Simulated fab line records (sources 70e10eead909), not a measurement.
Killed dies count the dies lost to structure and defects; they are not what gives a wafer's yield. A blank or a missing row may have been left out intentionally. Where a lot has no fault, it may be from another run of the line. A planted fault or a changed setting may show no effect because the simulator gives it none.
fab line records | flow nand_harc
[record] lots = 11 wafers = 33 last_day = 33
route steps=1302 shown P_M0@268 P_M1@297 END@1302
lots that met no fault: taken from a fault-free run of the same line
start_h: start of the lot's first displayed wafer, in hours after the record's first day | wait_h: hours from the lot's prior step to this one | " unchanged from the row above | L1.1+2: a single row standing in for several wafers | - no value, or no start was given | * or withheld: withheld | < > ~ a bound
route shown NAME@n: NAME is a module with steps in the file, n the number in the route of the first one | usual: average and standard deviation across the fault-free wafers | same: alike in all rows | chamber/n: place in a boat | sites: readings site by site | _std_site: the values' standard deviation | _edge_site: inner sites' mean taken away from outer sites' mean | radius_mm: how far each site lies from the wafer's centre | mask NAME#n: copy n | behind: the tool/chamber that last shaped the wafer | hold: why the lot was held/for how many hours/how that ended | device: which transistor (n, p or np) failed to switch | end of line: tests run on the same wafers once the route is complete | step lacking rows: just its recipe | killed: dies lost to structure and defects at the first sort, not the wafer's yield | map: per-die view of a wafer (x killed, . not killed, _ where there is no die)
set.NAME: the setting that was run; set.NAME@STEP: the one run at that earlier step | model.NAME: the simulator's own value behind a step, which no gauge read
a sample of lots followed through the steps of the route, with each step as a table and each wafer as a row
services: when a tool's chamber went out of use (start_h, in hours from the record's first day, below 0 if earlier), for how many hours, and the reason
[[steps]]
[step NHARC_P_M0_ETCH_15]
[recipe] target_depth_a = 1500 overetch_a = 150 time_s = 82.5 c4f8_flow_sccm = withheld ar_flow_sccm = 400 rf_w = 600 bias_w = 300 chemistry = C4F8/Ar
[usual] oes_product_au = 0.950/0.023 rf_vpp_V = 440.1/1.8
// columns lot.wafer tool chamber start_h wait_h oes_product_au rf_hours_counter_h rf_vpp_V
L325.3 rie_diel-05 3 - - 0.932 19 440.3
L325.5 " 0 " " 0.966 - 440.2
L325.6 " 1 " " 0.995 - 436.9
L330.2 rie_diel-08 0 - - 0.963 22 441.2
L330.1 " 2 " " 0.973 24 443.0
L330.6 " 3 " " 0.970 - 439.3
L333.4 rie_diel-05 0 - - 0.915 45 440.8
L333.2 " 2 " " 0.904 39 442.1
L333.6 " 1 " " 0.930 - 437.7
L338.4 rie_diel-05 3 - - 0.964 0 439.5
L338.3 " 0 " " 0.949 2 439.9
L338.1 " 1 " " 0.973 2 437.6
L339.3 rie_diel-08 2 - - 0.954 13 442.4
L339.4 " 3 " " 0.940 15 437.3
L339.6 " 2 " " 0.949 - 442.3
L342.1 rie_diel-08 2 - - 0.957 18 443.4
L342.3 " 3 " " 0.963 21 438.8
L342.2 " 0 " " 0.959 19 441.9
L341.2 rie_diel-12 1 - - 0.947 8 442.1
L341.1 " 3 " " 0.945 8 439.0
L341.5 " 1 " " 0.952 - 439.8
L344.3 rie_diel-12 1 - - 0.975 10 442.2
L344.1 " 2 " " 0.965 4 441.7
L344.5 " 0 " " 0.959 - 437.8
L343.4 rie_diel-05 3 - - 0.950 22 439.5
L343.2 " 0 " " 0.948 25 437.7
L343.6 " 2 " " 0.958 - 440.7
L346.3 rie_diel-08 3 - - 0.966 26 437.3
L346.2 " 1 " " 0.993 26 441.7
L346.6 " 3 " " 0.966 - 437.3
L348.4 rie_diel-05 1 - - 0.946 40 437.0
L348.6 " 2 " " 0.934 - 441.0
L348.5 " 3 " " 0.915 - 437.1
[step NHARC_P_M0_PRE_CLEAN_29]
[recipe] time_s = 30 temp_c = 280 gas = H2/He
[usual] heater_power_w = 420/40
// columns lot.wafer tool chamber start_h wait_h heater_power_w
L325.3 pvd_sputter-03 - - - 466
L325.6 " - " " 397
L325.5 " - " " 419
L330.1 pvd_sputter-01 - - - 366
L330.2 " - " " 455
L330.6 " - " " 369
L333.4 pvd_sputter-02 - - - 511
L333.2 " - " " 418
L333.6 " - " " 369
L338.4 pvd_sputter-01 - - - 383
L338.3 " - " " 421
L338.1 " - " " 455
L339.4 pvd_sputter-03 - - - 447
L339.3 " - " " 375
L339.6 " - " " 371
L342.2 pvd_sputter-01 - - - 429
L342.1 " - " " 418
L342.3 " - " " 468
L341.1 pvd_sputter-01 - - - 445
L341.2 " - " " 414
L341.5 " - " " 419
L344.3 pvd_sputter-02 - - - 404
L344.1 " - " " 364
L344.5 " - " " 466
L343.2 pvd_sputter-03 - - - 373
L343.4 " - " " 445
L343.6 " - " " 422
L346.3 pvd_sputter-01 - - - 390
L346.2 " - " " 426
L346.6 " - " " 415
L348.4 pvd_sputter-01 - - - 462
L348.5 " - " " 380
L348.6 " - " " 420
[step NHARC_P_M0_PVD_21]
[recipe] target_thk_a = 300 chamber_pressure_pa = 5 power_w = 5000 substrate_temp_c = 30 time_s = 20.49 material = Cu
[usual] substrate_temp_c = 30.01/0.096 throttle_valve_pct = 30.0/0.84
// columns lot.wafer tool chamber start_h wait_h substrate_temp_c throttle_valve_pct
L325.3 pvd_sputter-03 - - - 30.04 29.2
L325.5 " - " " 29.95 29.1
L325.6 " - " " 29.79 30.2
L330.2 pvd_sputter-01 - - - 30.12 29.9
L330.1 " - " " 30.16 30.0
L330.6 " - " " 30.30 30.7
L333.4 pvd_sputter-02 - - - 30.14 28.7
L333.2 " - " " 29.96 30.6
L333.6 " - " " 29.98 28.9
L338.3 pvd_sputter-01 - - - 29.89 30.6
L338.1 " - " " 30.06 29.1
L338.4 " - " " 29.86 31.2
L339.4 pvd_sputter-03 - - - 30.15 31.4
L339.3 " - " " 29.98 29.1
L339.6 " - " " 29.98 31.0
L342.3 pvd_sputter-01 - - - 29.84 30.6
L342.2 " - " " 30.05 29.2
L342.1 " - " " 29.90 30.2
L341.2 pvd_sputter-01 - - - 29.89 30.2
L341.1 " - " " 30.15 30.6
L341.5 " - " " 30.05 31.0
L344.1 pvd_sputter-02 - - - 30.12 28.5
L344.3 " - " " 29.99 31.3
L344.5 " - " " 30.04 31.5
L343.4 pvd_sputter-03 - - - 30.09 29.7
L343.2 " - " " 29.94 30.7
L343.6 " - " " 30.08 30.6
L346.2 pvd_sputter-01 - - - 30.00 29.4
L346.3 " - " " 29.93 30.7
L346.6 " - " " 30.13 30.3
L348.4 pvd_sputter-01 - - - 29.86 29.8
L348.5 " - " " 29.90 31.0
L348.6 " - " " 29.84 30.0
[step NHARC_P_M0_CMP_23]
[recipe] t_overpolish_s = 20 target_thk_nm = 117.54
[usual] motor_current_A = 12.4/1.2 slurry_filter_dp_kPa = 13.49/0.14 time_to_endpoint_s = 28/3
// columns lot.wafer tool chamber start_h wait_h motor_current_A slurry_filter_dp_kPa time_to_endpoint_s
L325.3 cmp-04 0 122.83 - 13.0 13.52 31
L325.6 " 1 " " 12.0 13.59 27
L325.5 " 2 " " 12.1 13.37 30
L330.1 cmp-04 2 170.08 - 11.9 13.65 28
L330.2 " 1 " " 12.6 13.56 24
L330.6 " 3 " " 13.7 13.35 30
L333.2 cmp-04 3 204.64 - 12.6 13.45 27
L333.4 " 0 " " 12.9 13.21 27
L333.6 " 2 " " 12.6 13.55 29
L338.3 cmp-02 2 248.49 - 11.5 13.37 28
L338.1 " 3 " " 12.8 13.54 29
L338.4 " 0 " " 11.0 13.61 20
L339.3 cmp-04 0 273.67 - 13.2 13.65 32
L339.4 " 2 " " 12.1 13.38 33
L339.6 " 1 " " 12.2 13.46 25
L342.1 cmp-01 2 299.08 - 13.5 13.36 29
L342.3 " 3 " " 10.8 13.36 30
L342.2 " 0 " " 11.1 13.58 25
L341.2 cmp-01 1 300.07 - 14.6 13.75 30
L341.1 " 2 " " 13.8 13.44 30
L341.5 " 1 " " 14.4 13.74 26
L344.1 cmp-02 1 311.89 - 14.1 13.37 32
L344.3 " 0 " " 11.2 13.73 25
L344.5 " 2 " " 11.1 13.49 34
L343.4 cmp-04 1 312.78 - 12.4 13.69 22
L343.2 " 0 " " 12.7 13.42 27
L343.6 " 1 " " 11.4 13.76 25
L346.3 cmp-04 0 340.57 - 12.6 13.44 29
L346.2 " 3 " " 12.9 13.28 25
L346.6 " 1 " " 12.7 13.48 23
L348.4 cmp-01 0 346.49 - 10.9 13.45 26
L348.6 " 2 " " 13.7 13.50 27
L348.5 " 3 " " 11.0 13.45 28
[step NHARC_P_M0_INSPECT_27]
[usual] raw_defect_count = 279/97
// columns lot.wafer tool chamber start_h wait_h raw_defect_count
L325.3 defect_inspect-01 - 123.23 0.0 262
L325.5 " - " " 237
L325.6 " - " " 213
L330.1 defect_inspect-01 - 170.56 0.0 528
L330.2 " - " " 518
L330.6 " - " " 548
L333.2 defect_inspect-02 - 205.05 0.0 720
L333.4 " - " " 577
L333.6 " - " " 637
L338.1 defect_inspect-02 - 248.93 0.0 161
L338.3 " - " " 169
L338.4 " - " " 257
L339.3 defect_inspect-02 - 274.14 0.0 261
L339.4 " - " " 303
L339.6 " - " " 220
L342.1 defect_inspect-02 - 299.55 0.0 458
L342.2 " - " " 404
L342.3 " - " " 530
L341.1 defect_inspect-02 - 300.52 0.0 355
L341.2 " - " " 369
L341.5 " - " " 341
L344.1 defect_inspect-01 - 312.36 0.0 225
L344.3 " - " " 117
L344.5 " - " " 194
L343.2 defect_inspect-02 - 313.25 0.0 160
L343.4 " - " " 377
L343.6 " - " " 226
L346.2 defect_inspect-02 - 341.04 0.0 165
L346.3 " - " " 238
L346.6 " - " " 177
L348.4 defect_inspect-01 - 346.90 0.0 404
L348.5 " - " " 449
L348.6 " - " " 379
[step NHARC_P_M1_INSPECT_11]
[usual] raw_defect_count = 4.5/2.7
// columns lot.wafer tool chamber start_h wait_h raw_defect_count
L325.3 defect_inspect-01 - 124.76 0.0 3
L325.5 " - " " 5
L325.6 " - " " 5
L330.1 defect_inspect-01 - 172.09 0.0 346
L330.2 " - " " 331
L330.6 " - " " 349
L333.2 defect_inspect-02 - 206.60 0.0 327
L333.4 " - " " 351
L333.6 " - " " 378
L338.1 defect_inspect-02 - 250.45 0.0 1
L338.3 " - " " 4
L338.4 " - " " 2
L339.3 defect_inspect-01 - 275.69 0.0 2
L339.4 " - " " 6
L339.6 " - " " 2
L342.1 defect_inspect-01 - 301.07 0.0 3
L342.2 " - " " 1
L342.3 " - " " 2
L341.1 defect_inspect-02 - 302.04 0.0 6
L341.2 " - " " 2
L341.5 " - " " 3
L344.1 defect_inspect-02 - 313.85 0.0 3
L344.3 " - " " 1
L344.5 " - " " 4
L343.2 defect_inspect-01 - 314.76 0.0 2
L343.4 " - " " 1
L343.6 " - " " 1
L346.2 defect_inspect-01 - 342.54 0.0 5
L346.3 " - " " 0
L346.6 " - " " 3
L348.4 defect_inspect-01 - 348.40 0.0 4
L348.5 " - " " 5
L348.6 " - " " 3
[step NHARC_END_SORT_01]
[recipe] temp_c = 25
[usual] defect_limited_yield = 91.6/2.8 killed_at_array = 52/19 killed_at_other = 1.0/1.2 killed_at_periphery = 4.1/2.8 killed_dies = 57/19 killed_open = 3.1/1.7 killed_short = 2.5/1.5 sort_bin_2_pct = 3.0/1.2 sort_bin_3_pct = 0.6/0.36 sort_bin_4_pct = 4.9/1.6 sort_n_pass = 620/19 sort_rim_yield_pct = 91/5 sort_yield_pct = 91.6/2.8
[same] gross_dies = 677 sort_bin_5_pct[%] = 0 sort_bin_6_pct[%] = 0 sort_bin_7_pct[%] = 0 sort_bin_8_pct[%] = 0 sort_rim_n_gross = 106.00
// columns lot.wafer tool chamber start_h wait_h defect_limited_yield[%] killed_at_array killed_at_other killed_at_periphery killed_dies killed_open killed_short sort_bin_2_pct[%] sort_bin_3_pct[%] sort_bin_4_pct[%] sort_n_pass sort_rim_yield_pct[%] sort_yield_pct[%]
L325.3 prober-01 0 550.81 3.1 86.9 88 0 1 89 3 2 5.2 1.2 6.8 588 79 86.9
L325.5 prober-01 0 552.42 3.7 88.5 70 0 8 78 3 3 3.5 1.5 6.5 599 86 88.5
L325.6 prober-01 0 553.23 4.0 88.8 72 0 4 76 2 4 5.0 0.9 5.3 601 93 88.8
L330.1 prober-02 0 605.63 2.6 54.4 54 2 253 309 4 5 15.1 3.8 26.7 368 57 54.4
L330.2 prober-02 0 606.43 2.8 57.9 47 0 238 285 2 2 13.9 4.3 23.9 392 58 57.9
L330.6 prober-02 0 609.61 4.0 57.8 40 0 246 286 0 2 15.1 3.0 24.2 391 64 57.8
L333.2 prober-01 0 643.79 2.8 59.7 21 0 252 273 1 1 12.9 1.8 25.7 404 53 59.7
L333.4 prober-01 0 645.39 3.4 56.0 29 0 269 298 7 5 14.2 1.9 27.9 379 47 56.0
L333.6 prober-01 0 647.00 4.0 53.6 26 0 288 314 2 1 16.5 2.8 27.0 363 54 53.6
L338.1 prober-01 0 682.56 2.5 87.4 82 2 1 85 4 1 5.0 1.0 6.5 592 80 87.4
L338.3 prober-01 0 684.19 3.1 87.7 76 4 3 83 2 0 5.2 0.4 6.6 594 97 87.7
L338.4 prober-01 0 685.01 3.4 91.4 54 1 3 58 4 2 3.7 0 4.9 619 77 91.4
L339.3 prober-01 0 695.25 3.1 93.8 41 0 1 42 0 1 1.8 0.4 4.0 635 91 93.8
L339.4 prober-01 0 696.06 3.4 91.9 52 0 3 55 6 1 3.1 0.3 4.7 622 97 91.9
L339.6 prober-01 0 697.68 4.0 94.5 33 0 4 37 4 4 2.1 0.3 3.1 640 91 94.5
L341.1 prober-01 0 718.37 2.5 89.4 64 1 7 72 5 3 3.0 0.7 6.9 605 87 89.4
L341.2 prober-01 0 719.17 2.8 91.1 57 0 3 60 3 5 3.2 0.7 4.9 617 91 91.1
L341.5 prober-01 0 721.58 3.7 91.0 58 0 3 61 4 2 3.1 0.7 5.2 616 92 91.0
L342.1 prober-02 0 718.40 2.5 91.0 53 7 1 61 2 2 3.0 0.7 5.3 616 96 91.0
L342.2 prober-02 0 719.20 2.8 93.4 39 2 4 45 7 4 2.2 0.6 3.8 632 86 93.4
L342.3 prober-02 0 720.01 3.1 91.6 48 4 5 57 5 2 3.0 0 5.5 620 96 91.6
L344.1 prober-01 0 749.31 2.5 91.9 53 2 0 55 3 2 3.0 0.3 4.9 622 81 91.9
L344.3 prober-01 0 750.89 3.1 90.3 62 0 4 66 4 0 3.4 0.3 6.1 611 88 90.3
L344.5 prober-01 0 752.47 3.7 89.8 67 1 1 69 2 4 2.8 0.6 6.8 608 88 89.8
L343.2 prober-01 0 762.10 2.8 96.2 26 0 0 26 2 1 1.6 0.1 2.1 651 96 96.2
L343.4 prober-01 0 763.69 3.4 94.1 38 0 2 40 5 2 1.5 0.4 4.0 637 89 94.1
L343.6 prober-01 0 765.27 4.0 94.8 32 1 2 35 5 3 2.1 0.1 3.0 642 95 94.8
L346.2 prober-01 0 771.79 2.8 93.5 42 1 1 44 2 5 1.6 0.3 4.6 633 97 93.5
L346.3 prober-01 0 772.58 3.1 96.9 20 0 1 21 2 1 0.9 0.3 1.9 656 94 96.9
L346.6 prober-01 0 774.96 4.0 94.4 34 1 3 38 2 2 1.6 0.4 3.5 639 96 94.4
L348.4 prober-01 0 787.73 3.4 90.4 62 0 3 65 3 2 4.7 1.8 3.1 612 97 90.4
L348.5 prober-01 0 788.53 3.7 90.0 65 0 3 68 4 0 3.8 1.0 5.2 609 91 90.0
L348.6 prober-01 0 789.33 4.0 89.5 69 0 2 71 4 4 3.7 1.3 5.5 606 91 89.5
// killed by level:class
L325.3 A_CHANNEL_HOLE_D1:chamber_film_flake=36 A_CHANNEL_HOLE_D2:chamber_film_flake=26 A_SLIT:chamber_film_flake=12 A_ONON_D2:geometric_particle:open=2 A_CHANNEL_FILL_D1:chamber_film_flake=2 A_CHANNEL_FILL_D2:chamber_film_flake=2 A_STAIRCASE:chamber_film_flake=2 A_CONTACT:chamber_film_flake=2
L325.5 A_SLIT:chamber_film_flake=23 A_CHANNEL_HOLE_D1:chamber_film_flake=15 A_CHANNEL_HOLE_D2:chamber_film_flake=14 A_STAIRCASE:chamber_film_flake=7 P_GATE:chamber_film_flake=4 P_M2:chamber_film_flake=3 A_CHANNEL_FILL_D2:chamber_film_flake=2 A_CONTACT:chamber_film_flake=2
L325.6 A_CHANNEL_HOLE_D1:chamber_film_flake=25 A_CHANNEL_HOLE_D2:chamber_film_flake=17 A_SLIT:chamber_film_flake=9 A_CONTACT:chamber_film_flake=7 A_CHANNEL_FILL_D1:chamber_film_flake=3 A_CHANNEL_FILL_D2:chamber_film_flake=3 A_STAIRCASE:chamber_film_flake=3 P_GATE:chamber_film_flake=2
L330.1 P_M0:unspecified=249 A_CHANNEL_HOLE_D1:chamber_film_flake=28 A_CHANNEL_HOLE_D2:chamber_film_flake=6 A_CHANNEL_FILL_D2:chamber_film_flake=3 A_CONTACT:chamber_film_flake=3 A_STAIRCASE:chamber_film_flake=2 A_DECK1_JOINT:chamber_film_flake=2 A_M1:chamber_film_flake=2
L330.2 P_M0:unspecified=233 A_CHANNEL_HOLE_D1:chamber_film_flake=33 A_CHANNEL_HOLE_D2:chamber_film_flake=5 P_STI:chamber_film_flake=2 P_M2:chamber_film_flake=2 A_ONON_D1:geometric_particle:short=1 A_DECK1_JOINT:geometric_particle:open=1 A_SGD_CUT:geometric_particle:open=1
L330.6 P_M0:unspecified=243 A_CHANNEL_HOLE_D1:chamber_film_flake=23 A_CHANNEL_HOLE_D2:chamber_film_flake=9 P_M2:chamber_film_flake=2 A_ONON_D1:geometric_particle:short=1 A_CHANNEL_FILL_D1:geometric_particle:short=1 P_STI:chamber_film_flake=1 A_STAIRCASE:chamber_film_flake=1
L333.2 P_M0:unspecified=247 A_CONTACT:chamber_film_flake=7 A_CHANNEL_HOLE_D2:chamber_film_flake=4 P_ZERO_WELL:chamber_film_flake=3 A_CHANNEL_HOLE_D1:chamber_film_flake=3 A_WL_FILL:chamber_film_flake=3 A_CHANNEL_FILL_D2:geometric_particle:open=1 A_WL_FILL:geometric_particle:short=1
L333.4 P_M0:unspecified=257 A_CHANNEL_HOLE_D2:chamber_film_flake=7 P_GATE:chamber_film_flake=4 A_CHANNEL_HOLE_D1:chamber_film_flake=4 A_CHANNEL_FILL_D2:geometric_particle:short=3 P_BONDPAD:chamber_film_flake=3 A_CONTACT:chamber_film_flake=3 A_ONON_D1:geometric_particle:open=2
L333.6 P_M0:unspecified=279 A_CONTACT:chamber_film_flake=9 A_CHANNEL_HOLE_D2:chamber_film_flake=6 P_BONDPAD:chamber_film_flake=4 P_GATE:chamber_film_flake=3 P_ZERO_WELL:chamber_film_flake=2 A_ZERO_WELL:chamber_film_flake=2 A_CHANNEL_FILL_D2:chamber_film_flake=2
L338.1 A_SLIT:chamber_film_flake=43 A_CHANNEL_HOLE_D1:chamber_film_flake=25 A_CHANNEL_HOLE_D2:chamber_film_flake=5 HYBRID_BOND:chamber_film_flake=2 A_CONTACT:chamber_film_flake=2 A_ONON_D2:geometric_particle:open=1 A_ONON_D2:geometric_particle:short=1 A_STAIRCASE:geometric_particle:open=1
L338.3 A_CHANNEL_HOLE_D1:chamber_film_flake=32 A_SLIT:chamber_film_flake=24 A_CHANNEL_HOLE_D2:chamber_film_flake=12 A_CONTACT:chamber_film_flake=4 HYBRID_BOND:chamber_film_flake=2 THIN_TSV:chamber_film_flake=2 P_CONTACT:geometric_particle:open=1 A_CHANNEL_FILL_D2:geometric_particle:open=1
L338.4 A_CHANNEL_HOLE_D1:chamber_film_flake=22 A_SLIT:chamber_film_flake=11 A_CHANNEL_HOLE_D2:chamber_film_flake=10 A_DECK1_JOINT:chamber_film_flake=3 A_CONTACT:chamber_film_flake=3 P_GATE:chamber_film_flake=2 P_M0:geometric_particle:open=1 A_ONON_D1:geometric_particle:short=1
L339.3 A_CHANNEL_HOLE_D1:chamber_film_flake=25 A_WL_FILL:chamber_film_flake=5 A_CONTACT:chamber_film_flake=3 A_ZERO_WELL:chamber_film_flake=2 A_CHANNEL_HOLE_D2:chamber_film_flake=2 A_CHANNEL_FILL_D1:geometric_particle:short=1 P_GATE:chamber_film_flake=1 A_SLIT:chamber_film_flake=1
L339.4 A_CHANNEL_HOLE_D1:chamber_film_flake=33 A_WL_FILL:chamber_film_flake=6 A_CHANNEL_FILL_D1:geometric_particle:open=2 A_ZERO_WELL:chamber_film_flake=2 A_CHANNEL_HOLE_D2:chamber_film_flake=2 A_CONTACT:chamber_film_flake=2 P_GATE:geometric_particle:open=1 A_CHANNEL_FILL_D2:geometric_particle:short=1
L339.6 A_CHANNEL_HOLE_D1:chamber_film_flake=20 A_WL_FILL:chamber_film_flake=4 A_CONTACT:chamber_film_flake=3 A_WL_FILL:geometric_particle:short=2 P_GATE:geometric_particle:short=1 P_M0:geometric_particle:short=1 P_M0:geometric_particle:open=1 A_ONON_D1:geometric_particle:open=1
L341.1 A_SLIT:chamber_film_flake=32 A_CHANNEL_HOLE_D2:chamber_film_flake=12 A_WL_FILL:chamber_film_flake=5 A_CHANNEL_FILL_D1:chamber_film_flake=4 A_CONTACT:chamber_film_flake=3 A_SGD_CUT:geometric_particle:short=2 P_GATE:chamber_film_flake=2 P_STI:geometric_particle:open=1
L342.1 A_CHANNEL_HOLE_D1:chamber_film_flake=38 THIN_TSV:chamber_film_flake=7 A_STAIRCASE:chamber_film_flake=5 A_ZERO_WELL:chamber_film_flake=3 A_CONTACT:chamber_film_flake=2 P_CONTACT:geometric_particle:open=1 A_ONON_D1:geometric_particle:short=1 A_DECK1_JOINT:geometric_particle:open=1
L341.2 A_CHANNEL_HOLE_D2:chamber_film_flake=14 A_SLIT:chamber_film_flake=13 A_CHANNEL_HOLE_D1:chamber_film_flake=11 A_STAIRCASE:chamber_film_flake=5 A_CONTACT:chamber_film_flake=3 A_ONON_D1:geometric_particle:short=2 P_GATE:chamber_film_flake=2 A_CHANNEL_FILL_D1:chamber_film_flake=2
L342.2 A_CHANNEL_HOLE_D1:chamber_film_flake=19 A_CONTACT:chamber_film_flake=5 A_STAIRCASE:chamber_film_flake=3 P_CONTACT:geometric_particle:open=2 A_CHANNEL_FILL_D2:geometric_particle:open=2 A_SLIT:chamber_film_flake=2 THIN_TSV:chamber_film_flake=2 P_M0:geometric_particle:open=1
L342.3 A_CHANNEL_HOLE_D1:chamber_film_flake=33 A_STAIRCASE:chamber_film_flake=5 A_CONTACT:chamber_film_flake=5 THIN_TSV:chamber_film_flake=3 P_CONTACT:geometric_particle:open=2 P_M2:chamber_film_flake=2 A_CHANNEL_HOLE_D1:geometric_particle:short=1 P_M0:geometric_particle:open=1
L341.5 A_SLIT:chamber_film_flake=27 A_CHANNEL_HOLE_D2:chamber_film_flake=9 A_CHANNEL_HOLE_D1:chamber_film_flake=7 A_STAIRCASE:chamber_film_flake=4 A_CONTACT:chamber_film_flake=3 A_WL_FILL:chamber_film_flake=2 P_CONTACT:geometric_particle:short=1 P_M0:geometric_particle:open=1
L344.1 A_CHANNEL_HOLE_D1:chamber_film_flake=22 A_CHANNEL_HOLE_D2:chamber_film_flake=9 A_SLIT:chamber_film_flake=7 A_CONTACT:chamber_film_flake=6 A_WL_FILL:geometric_particle:open=2 A_ZERO_WELL:chamber_film_flake=2 THIN_TSV:chamber_film_flake=2 A_SOURCE_PLATE:geometric_particle:short=1
L344.3 A_CHANNEL_HOLE_D1:chamber_film_flake=21 A_CHANNEL_HOLE_D2:chamber_film_flake=21 A_CONTACT:chamber_film_flake=9 A_SLIT:chamber_film_flake=3 A_ZERO_WELL:chamber_film_flake=3 A_STAIRCASE:chamber_film_flake=2 P_CONTACT:geometric_particle:open=1 P_M0:geometric_particle:open=1
L344.5 A_CHANNEL_HOLE_D1:chamber_film_flake=18 A_CHANNEL_HOLE_D2:chamber_film_flake=16 A_CONTACT:chamber_film_flake=12 A_SLIT:chamber_film_flake=8 A_STAIRCASE:chamber_film_flake=4 A_SOURCE_PLATE:geometric_particle:short=1 A_ONON_D1:geometric_particle:short=1 A_ONON_D2:geometric_particle:open=1
L343.2 A_SLIT:chamber_film_flake=11 A_CONTACT:chamber_film_flake=6 A_CHANNEL_HOLE_D1:chamber_film_flake=3 A_SGD_CUT:chamber_film_flake=2 A_CHANNEL_FILL_D1:geometric_particle:short=1 A_DECK1_JOINT:geometric_particle:open=1 A_CHANNEL_FILL_D2:geometric_particle:open=1 A_CHANNEL_HOLE_D2:chamber_film_flake=1
L343.4 A_SLIT:chamber_film_flake=10 A_CONTACT:chamber_film_flake=8 A_CHANNEL_HOLE_D1:chamber_film_flake=6 A_STAIRCASE:chamber_film_flake=5 A_CHANNEL_FILL_D1:chamber_film_flake=3 P_GATE:geometric_particle:open=1 P_M0:geometric_particle:open=1 A_ONON_D1:geometric_particle:open=1
L343.6 A_CONTACT:chamber_film_flake=9 A_CHANNEL_HOLE_D1:chamber_film_flake=8 A_SLIT:chamber_film_flake=5 A_M1:geometric_particle:open=2 P_GATE:geometric_particle:open=1 A_ONON_D1:geometric_particle:short=1 A_CHANNEL_HOLE_D1:geometric_particle:open=1 A_CHANNEL_FILL_D1:geometric_particle:open=1
L346.2 A_CHANNEL_HOLE_D1:chamber_film_flake=15 A_CONTACT:chamber_film_flake=7 A_STAIRCASE:chamber_film_flake=5 A_SLIT:chamber_film_flake=4 A_DECK1_JOINT:chamber_film_flake=3 A_WL_FILL:geometric_particle:short=2 A_ONON_D1:geometric_particle:short=1 A_ONON_D2:geometric_particle:open=1
L346.3 A_CHANNEL_HOLE_D1:chamber_film_flake=7 A_SLIT:chamber_film_flake=6 A_STAIRCASE:chamber_film_flake=3 P_GATE:geometric_particle:short=1 A_DECK1_JOINT:geometric_particle:open=1 A_BLC:geometric_particle:open=1 A_CHANNEL_FILL_D1:chamber_film_flake=1 A_CONTACT:chamber_film_flake=1
L346.6 A_CHANNEL_HOLE_D1:chamber_film_flake=16 A_SLIT:chamber_film_flake=7 A_CONTACT:chamber_film_flake=6 A_STAIRCASE:chamber_film_flake=2 P_M1:geometric_particle:open=1 P_M1:geometric_particle:short=1 P_M2:geometric_particle:open=1 A_WL_FILL:geometric_particle:short=1
L348.4 A_CHANNEL_HOLE_D2:chamber_film_flake=23 A_SLIT:chamber_film_flake=18 A_CHANNEL_HOLE_D1:chamber_film_flake=9 A_CHANNEL_FILL_D1:chamber_film_flake=3 A_CONTACT:chamber_film_flake=3 A_STAIRCASE:chamber_film_flake=2 P_GATE:geometric_particle:open=1 A_ONON_D1:geometric_particle:short=1
L348.5 A_CHANNEL_HOLE_D2:chamber_film_flake=32 A_SLIT:chamber_film_flake=11 A_CONTACT:chamber_film_flake=7 A_CHANNEL_HOLE_D1:chamber_film_flake=3 P_STI:chamber_film_flake=2 A_CHANNEL_FILL_D1:chamber_film_flake=2 A_DECK1_JOINT:chamber_film_flake=2 A_ONON_D1:geometric_particle:open=1
L348.6 A_SLIT:chamber_film_flake=29 A_CHANNEL_HOLE_D1:chamber_film_flake=14 A_CHANNEL_HOLE_D2:chamber_film_flake=11 A_STAIRCASE:chamber_film_flake=3 A_WL_FILL:chamber_film_flake=2 A_M1:chamber_film_flake=2 P_GATE:geometric_particle:short=1 A_SOURCE_PLATE:geometric_particle:short=1
[[services]]
// columns tool chamber start_h hours kind
pvd_sputter-02 - 104.00 10.0 pm
cmp-04 - 106.81 5.9 repair
cmp-04 - 112.72 4.0 pm
rie_diel-08 1 122.07 2.4 repair
cmp-04 - 148.73 1.4 repair
pvd_sputter-02 - 150.67 3.3 repair
pvd_sputter-01 - 163.90 2.9 repair
pvd_sputter-02 - 167.45 1.8 repair
rie_diel-08 - 168.38 0.7 repair
pvd_sputter-03 - 170.00 10.0 pm
rie_diel-08 0 175.51 5.1 repair
rie_diel-08 0 188.04 25.0 repair
rie_diel-08 - 190.80 9.0 pm
cmp-04 - 192.22 5.9 repair
pvd_sputter-01 - 201.00 6.2 repair
cmp-04 - 210.72 4.0 pm
rie_diel-08 2 221.09 4.1 repair
pvd_sputter-01 - 225.78 6.6 repair
rie_diel-05 - 229.62 9.0 pm
cmp-04 - 252.06 2.0 repair
pvd_sputter-01 - 255.64 2.1 repair
cmp-04 - 308.72 4.0 pm
cmp-04 - 330.74 1.3 repair
pvd_sputter-03 - 336.67 5.7 repair
[[key]]
[first_sign] step = NHARC_P_M0_INSPECT_27 reading = raw_defect_count direction = up sigmas = 3.2 usual = 279 struck = 588
[effect] step = NHARC_P_M1_INSPECT_11 reading = raw_defect_count direction = up sigmas = 99+ usual = 4.5 struck = 347
[effect] step = NHARC_END_SORT_01 reading = killed_at_periphery direction = up sigmas = 89 usual = 4.1 struck = 257.7
[more_kills_born_at] NHARC_P_M0_CMP_23@cmp-04 = 1508
met_at NHARC_P_M0_CMP_23
struck_lots L330,L333
not_acting_at NHARC_P_M0_ETCH_15,NHARC_P_M0_PRE_CLEAN_29,NHARC_P_M0_PVD_21
onset_between 122.83 170.08
[fault] kind = chamber_particle_source tool = cmp-04 chamber = - onset_h = 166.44 steps = NHARC_P_M0_CMP_23 rate_per_visit_cm2 = 0.53145 end_h = 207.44
